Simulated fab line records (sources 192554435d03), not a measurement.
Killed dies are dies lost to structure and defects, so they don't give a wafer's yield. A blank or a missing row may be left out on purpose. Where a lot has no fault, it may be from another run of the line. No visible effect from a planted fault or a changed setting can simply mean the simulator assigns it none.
Check of tool commonality | flow n5-finfet | 13 lots and 37 wafers in the sample

## WHY IT WAS OPENED
On 2 of the 13 lots, a flag is raised at N5_ZERO_LAYER_CD_MEAS_11 on the reading cd-nm. Wafers without a fault read 1999.6 nm, standard deviation 1.9.
Rule: a lot gets a flag if all its wafers with a number sit over 4 standard deviations from that mean, or if no wafer of it has a number. All remaining lots are regarded as sound.

lot  | measured    | on        | cd-nm (nm), wafer by wafer | flag
L524 | day 1 12:47 | cd-sem-03 | 2001.2 2000.0 2000.3       |
L525 | day 1 18:38 | cd-sem-02 | 1997.9 2000.3 2000.7       |
L527 | day 2 06:46 | cd-sem-03 | 1985.5 1984.8 1984.3       | FLAGGED
L529 | day 2 18:38 | cd-sem-02 | 1986.4 1985.9 1986.0       | FLAGGED
L531 | day 3 06:46 | cd-sem-02 | 1999.0 1999.7 1998.6       |
L533 | day 3 18:41 | cd-sem-03 | 2000.3 1997.1              |
L535 | day 4 06:38 | cd-sem-03 | 1998.0 1998.6 1999.2       |
L536 | day 4 12:46 | cd-sem-01 | 1998.7 1998.7 2002.6       |
L537 | day 4 18:40 | cd-sem-01 | 1999.7 1995.6              |
L538 | day 5 00:46 | cd-sem-01 | 1996.5 1999.1 1999.5       |
L541 | day 5 18:47 | cd-sem-03 | 1997.2 1997.4 2000.2       |
L545 | day 6 18:46 | cd-sem-02 | 2002.0 2001.6 1998.2       |
L547 | day 7 06:40 | cd-sem-03 | 1999.0 1999.2 1994.3       |
The mean of the flagged lots' numbers is 1985.5 nm, -14.1 nm from the usual (-7 standard deviations).

## WHICH TOOL RAN EACH LOT
The record keeps 1 process step preceding the reading, out of 1938 steps on the route. In each cell: the tool, then ch and the chambers that the sampled wafers went through, then the start.
lot  | flag    | N5_ZERO_LAYER_PEB_09
L524 |         | litho-track-05 ch 0, day 1 12:40
L525 |         | litho-track-01 ch 0, day 1 18:31
L527 | FLAGGED | litho-track-01 ch 0, day 2 06:39
L529 | FLAGGED | litho-track-01 ch 0, day 2 18:31
L531 |         | litho-track-04 ch 0, day 3 06:39
L533 |         | litho-track-04 ch 0, day 3 18:34
L535 |         | litho-track-04 ch 0, day 4 06:31
L536 |         | litho-track-05 ch 0, day 4 12:39
L537 |         | litho-track-04 ch 0, day 4 18:32
L538 |         | litho-track-04 ch 0, day 5 00:39
L541 |         | litho-track-04 ch 0, day 5 18:40
L545 |         | litho-track-05 ch 0, day 6 18:39
L547 |         | litho-track-04 ch 0, day 7 06:32
What these steps do:
- N5_ZERO_LAYER_PEB_09
- N5_ZERO_LAYER_CD_MEAS_11: target cd 2000 nm.

## FLAGGED OVER TOTAL, TOOL BY TOOL (the gauges that took the reading come last)
step                     | tool           | lots run | flagged | share of the flagged lots | sound lots run after its first flagged lot
N5_ZERO_LAYER_PEB_09     | litho-track-01 | 3        | 2       | all                       | 0
N5_ZERO_LAYER_PEB_09     | litho-track-04 | 7        | 0       | none                      | -
N5_ZERO_LAYER_PEB_09     | litho-track-05 | 3        | 0       | none                      | -
N5_ZERO_LAYER_CD_MEAS_11 | cd-sem-01      | 3        | 0       | none                      | -
N5_ZERO_LAYER_CD_MEAS_11 | cd-sem-02      | 4        | 1       | some                      | 2 (L531,L545)
N5_ZERO_LAYER_CD_MEAS_11 | cd-sem-03      | 6        | 1       | some                      | 4 (L533,L535,L541,L547)

## THE TABLE: WHAT IT ALLOWS
Rows of the table that ran each flagged lot: 1, that is litho-track-01 at N5_ZERO_LAYER_PEB_09.
- litho-track-01 at N5_ZERO_LAYER_PEB_09 ran 3 lots, 2 of them flagged. A fault beginning between L525 (day 1 18:31), its last sound lot, and L527 (day 2 06:39), its first flagged one, fits the data.
What remains is a single tool, litho-track-01 at N5_ZERO_LAYER_PEB_09.

## WHAT HAD BEEN PUT IN BY THE SIMULATOR
Drift in process parameters on litho-track-01 at N5_ZERO_LAYER_PEB_09, starting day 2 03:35. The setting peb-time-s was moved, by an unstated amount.
Shown lots that were struck: L527, L529. The rule above found the same.
